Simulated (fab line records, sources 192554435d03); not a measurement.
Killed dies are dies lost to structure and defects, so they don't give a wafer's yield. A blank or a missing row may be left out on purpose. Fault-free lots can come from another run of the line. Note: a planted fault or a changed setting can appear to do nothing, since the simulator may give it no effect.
Matching of chambers + flow n5Finfet + 4 sister chambers for N5_BEOL_M2_STRIP_36 on rieDiel-03
The step strips in N2/H2. 16 wafers are shown with their chamber, then 8 later ones without.

WAFERS WITH THEIR CHAMBER
| wafer  | chamber | drypumpMotorCurrentA (A) | showerheadPlenumPTorr (Torr) | throttleValvePct (%) |
|--------|---------|--------------------------|------------------------------|----------------------|
| L078.2 | 1       | 5.3                      | 2.46                         | 23.1                 |
| L078.5 | 3       | 5.2                      | 2.66                         | 23.6                 |
| L078.6 | 1       | 5.3                      | 2.46                         | 23.2                 |
| L079.2 | 1       | 5.3                      | 2.46                         | 23.1                 |
| L079.4 | 1       | 5.3                      | 2.46                         | 23.2                 |
| L079.6 | 3       | 5.1                      | 2.66                         | 23.7                 |
| L080.4 | 0       | 6.1                      | 2.49                         | 23.9                 |
| L080.5 | 3       | 5.2                      | 2.66                         | 23.7                 |
| L080.6 | 0       | 6.1                      | 2.49                         | 23.9                 |
| L087.1 | 1       | 5.3                      | 2.45                         | 23.2                 |
| L087.3 | 2       | 5.9                      | 2.51                         | 23.8                 |
| L087.6 | 0       | 6.1                      | 2.48                         | 23.9                 |
| L089.1 | 1       | 5.3                      | 2.45                         | 23.2                 |
| L089.2 | 2       | 5.9                      | 2.50                         | 23.8                 |
| L089.3 | 3       | 5.2                      | 2.65                         | 23.7                 |
| L090.1 | 2       | 5.9                      | 2.50                         | 23.8                 |

SIGNATURES, as means of the wafers listed above
| reading               | chamber 0 | chamber 1 | chamber 2 | chamber 3 | scatter within a chamber |
|-----------------------|-----------|-----------|-----------|-----------|--------------------------|
| drypumpMotorCurrentA  | 6.100     | 5.300     | 5.900     | 5.175     | 0.025                    |
| showerheadPlenumPTorr | 2.4867    | 2.4567    | 2.5033    | 2.6575    | 0.00534                  |
| throttleValvePct      | 23.900    | 23.167    | 23.800    | 23.675    | 0.0417                   |
Rule: for each reading, subtract the chamber's mean from the wafer's reading, divide by that reading's scatter and square the result; add these up over the readings and take the root, which gives the wafer's distance from the chamber. The wafer belongs to the nearest chamber; if the next one is less than 2 further off, it can't be placed. The scatter is the square root of a quotient: the sum, over the shown wafers, of each reading's squared deviation from its chamber's mean, divided by wafers minus chambers.

WAFERS WHOSE CHAMBER IS MISSING
| wafer  | drypumpMotorCurrentA (A) | showerheadPlenumPTorr (Torr) | throttleValvePct (%) |
|--------|--------------------------|------------------------------|----------------------|
| L090.2 | 5.2                      | 2.65                         | 23.7                 |
| L090.3 | 6.1                      | 2.48                         | 23.9                 |
| L093.1 | 5.2                      | 2.65                         | 23.7                 |
| L093.5 | 5.2                      | 2.65                         | 23.7                 |
| L093.6 | 5.3                      | 2.45                         | 23.2                 |
| L097.1 | 6.1                      | 2.47                         | 23.9                 |
| L097.2 | 5.9                      | 2.50                         | 23.5                 |
| L097.4 | 5.3                      | 2.44                         | 23.2                 |

THE CHAMBER EACH PASSED THROUGH
| wafer  | from the rows above | in truth |
|--------|---------------------|----------|
| L090.2 | 3                   | 3        |
| L090.3 | 0                   | 0        |
| L093.1 | 3                   | 3        |
| L093.5 | 3                   | 3        |
| L093.6 | 1                   | 1        |
| L097.1 | 0                   | 0        |
| L097.2 | 2                   | 2        |
| L097.4 | 1                   | 1        |
8 of 8 placed correctly. Can't be placed from these rows: 0. Number placed wrongly: 0.
